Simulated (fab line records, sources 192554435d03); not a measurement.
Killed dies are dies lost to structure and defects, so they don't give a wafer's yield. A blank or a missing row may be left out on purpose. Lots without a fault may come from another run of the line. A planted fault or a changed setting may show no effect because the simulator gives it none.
Chamber matching | flow n5_finfet | N5_BEOL_M4_DEP_57 on pecvd-02: 3 sister chambers
The step deposits SiCN from 3MS/NH3, target thk 8 nm, time 14 s. 14 wafers are shown with their chamber, then 7 later ones without.

WAFERS WITH THEIR CHAMBER
wafer  | chamber | throttle_valve_pct (%) | rf_fwd_power_W (W) | showerhead_plenum_p_Torr (Torr)
L074.1 | 2       | 9.1                    | 198.2              | 3.657
L074.4 | 2       | 9.2                    | 197.1              | 3.670
L074.5 | 1       | 8.8                    | 198.5              | 3.650
L075.4 | 1       | 8.8                    | 198.6              | 3.648
L075.5 | 0       | 8.8                    | 198.5              | 3.655
L075.6 | 2       | 9.1                    | 198.0              | 3.643
L077.1 | 0       | 8.6                    | 199.5              | 3.646
L077.2 | 1       | 8.7                    | 197.7              | 3.639
L077.4 | 1       | 8.8                    | 198.3              | 3.647
L084.2 | 2       | 9.1                    | 198.6              | 3.667
L084.3 | 0       | 8.6                    | 199.1              | 3.642
L084.6 | 1       | 9.0                    | 200.0              | 3.666
L087.1 | 1       | 8.8                    | 199.4              | 3.639
L087.5 | 0       | 8.9                    | 199.1              | 3.643

SIGNATURES (means of the wafers above)
reading                  | chamber 0 | chamber 1 | chamber 2 | scatter within a chamber
throttle_valve_pct       | 8.725     | 8.817     | 9.125     | 0.106
rf_fwd_power_W           | 199.050   | 198.750   | 197.975   | 0.68
showerhead_plenum_p_Torr | 3.64650   | 3.64817   | 3.65925   | 0.00973
Rule: a wafer's distance from a chamber is the root of the sum, over the readings, of the square of ((its reading less the chamber's mean) divided by the reading's scatter). The wafer belongs to the nearest chamber; if the next one is less than 2 further off, it can't be placed. The scatter: the root of (the sum of the squares of (reading less its chamber's mean) over the shown wafers, divided by (wafers less chambers)).

WAFERS WITHOUT THEIR CHAMBER
wafer  | throttle_valve_pct (%) | rf_fwd_power_W (W) | showerhead_plenum_p_Torr (Torr)
L087.6 | 9.0                    | 198.8              | 3.653
L096.2 | 8.7                    | 197.6              | 3.649
L096.4 | 8.9                    | 198.6              | 3.652
L096.6 | 8.8                    | 197.9              | 3.647
L097.3 | 8.8                    | 198.6              | 3.653
L097.5 | 8.7                    | 197.6              | 3.652
L097.6 | 8.9                    | 198.4              | 3.650

WHICH CHAMBER EACH WENT THROUGH
wafer  | from the rows above          | in truth
L087.6 | can't be placed: 1 or 2 or 0 | 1
L096.2 | can't be placed: 1 or 0      | 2
L096.4 | can't be placed: 1 or 0 or 2 | 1
L096.6 | can't be placed: 1 or 0      | 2
L097.3 | can't be placed: 1 or 0      | 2
L097.5 | can't be placed: 1 or 0      | 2
L097.6 | can't be placed: 1 or 0 or 2 | 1
Placed correctly: 0 of 7. Can't be placed from these rows: 7 (the true chamber is among the candidates in 3). Placed wrongly: 0.
